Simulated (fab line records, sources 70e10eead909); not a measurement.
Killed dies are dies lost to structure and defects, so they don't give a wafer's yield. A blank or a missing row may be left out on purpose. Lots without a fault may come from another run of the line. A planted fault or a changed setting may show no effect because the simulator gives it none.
A struck lot beside a sound one | flow nand_harc | 14 steps out of a route of 1302
Sound: wafers L156.2, L156.3, L156.4. Struck: wafers L162.2, L162.3, L162.6. The cause comes at the end.
At each step with rows: each side's tool, then ch and its chambers, then its first start. Under that, the readings that differ: sound wafers | struck wafers | difference of the means | sigmas: that difference in standard deviations of wafers without a fault.
alike: readings whose means differ by less than 2 such deviations, and words and numbers that are the same on both sides. not compared: withheld readings, readings that some wafer has no value for, bounds like >300 that may hide the same value, and numbers for which the record gives no deviation and whose values overlap.
The two part at a step that has a row with sigmas, a row that says differs or no value, or rows on one side only. Numbers that don't overlap but have no deviation are shown without sigmas and don't part them. A reading that every wafer of one side lacks parts them only if that side has two wafers or more.

first, 3 steps without rows for these wafers: NHARC_A_STAIRCASE_STRIP_447 (strips in SPM, time 900 s); NHARC_A_STAIRCASE_PRECLEAN_448 (cleans in SC1); NHARC_A_STAIRCASE_SRD_449.
NHARC_A_STAIRCASE_CMP_450: polishes SiO2, target thk 200 nm.
  sound on cmp-04 ch 0,1,3, day 19 16:33; struck on cmp-01 ch 1,2,3, day 22 21:44
  alike: motor_current_A
then, 3 steps without rows for these wafers: NHARC_A_STAIRCASE_CMP_152 (polishes); NHARC_A_STAIRCASE_SRD_154; NHARC_A_STAIRCASE_ETCH_403 (etches SiO2 in dHF, target depth 108.2 nm).
NHARC_A_STAIRCASE_ETCHBACK_422: etches the open film in CH3F/O2, target depth 40 nm, time 74.286 s.
  sound on rie_diel-12 ch 1,2,3, day 19 17:05; struck on rie_diel-12 ch 0,2, day 22 22:15
  alike: drypump_motor_current_A, oes_product_au, rf_vpp_V, showerhead_plenum_p_Torr, throttle_valve_pct
  not compared: rf_hours_counter_h
then, 1 step without rows for these wafers: NHARC_A_STAIRCASE_ETCH_423 (etches SiO2 in dHF, target depth 30 nm).
NHARC_A_STAIRCASE_ETCHBACK_157: etches the open film in CH3F/O2, target depth 90 nm, time 167.14 s.
  sound on rie_diel-09 ch 0,1,2, day 19 17:28; struck on rie_diel-12 ch 0,2,3, day 22 22:38
  reading               | sound          | struck         | difference | sigmas
  oes_product_au (a.u.) | 0.93 0.91 0.92 | 1.00 1.01 1.01 | +0.09      | +3
  alike: drypump_motor_current_A, rf_vpp_V, showerhead_plenum_p_Torr, throttle_valve_pct
  not compared: rf_hours_counter_h
NHARC_A_STAIRCASE_STRIP_475: strips in O2, time 20 s.
  sound on rie_diel-09 ch 1,2,3; struck on rie_diel-12 ch 0,1,3
  alike: drypump_motor_current_A, oes_product_au, rf_vpp_V, showerhead_plenum_p_Torr, throttle_valve_pct
  not compared: rf_hours_counter_h
NHARC_A_STAIRCASE_DEP_471: deposits SiO2, target thk 100 nm.
  sound on pecvd-02 ch 0,2, day 19 17:46; struck on pecvd-02 ch 0,1,2, day 22 23:01
  reading            | sound             | struck            | difference | sigmas
  rf_fwd_power_W (W) | 894.2 893.2 897.0 | 749.8 748.4 752.7 | -144.5     | -52
  alike: heater_power_w, throttle_valve_pct
  not compared: since_wet_clean_h
NHARC_A_STAIRCASE_CMP_472: polishes SiO2.
  sound on cmp-04 ch 0,1,3, day 19 18:02; struck on cmp-04 ch 0,2, day 22 23:16
  alike: motor_current_A
-- the record jumps here: 5 days lie between the struck wafers' starts before and after (it left off in module A_STAIRCASE and takes up again in module END, whose first step shown is number 1302 of the route) --
NHARC_END_SORT_01:
  sound on prober-01 ch 0, day 25 18:24; struck on prober-01 ch 0, day 28 06:00
  alike: killed_at_array, killed_at_other, killed_at_periphery, killed_dies, killed_open, killed_short

WHERE THEY PART
First at NHARC_A_STAIRCASE_ETCHBACK_157; last, within this record, at NHARC_A_STAIRCASE_DEP_471. Later steps at which nothing parts them and some readings are alike: NHARC_A_STAIRCASE_CMP_472, NHARC_END_SORT_01.

WHY: what the simulator had put in
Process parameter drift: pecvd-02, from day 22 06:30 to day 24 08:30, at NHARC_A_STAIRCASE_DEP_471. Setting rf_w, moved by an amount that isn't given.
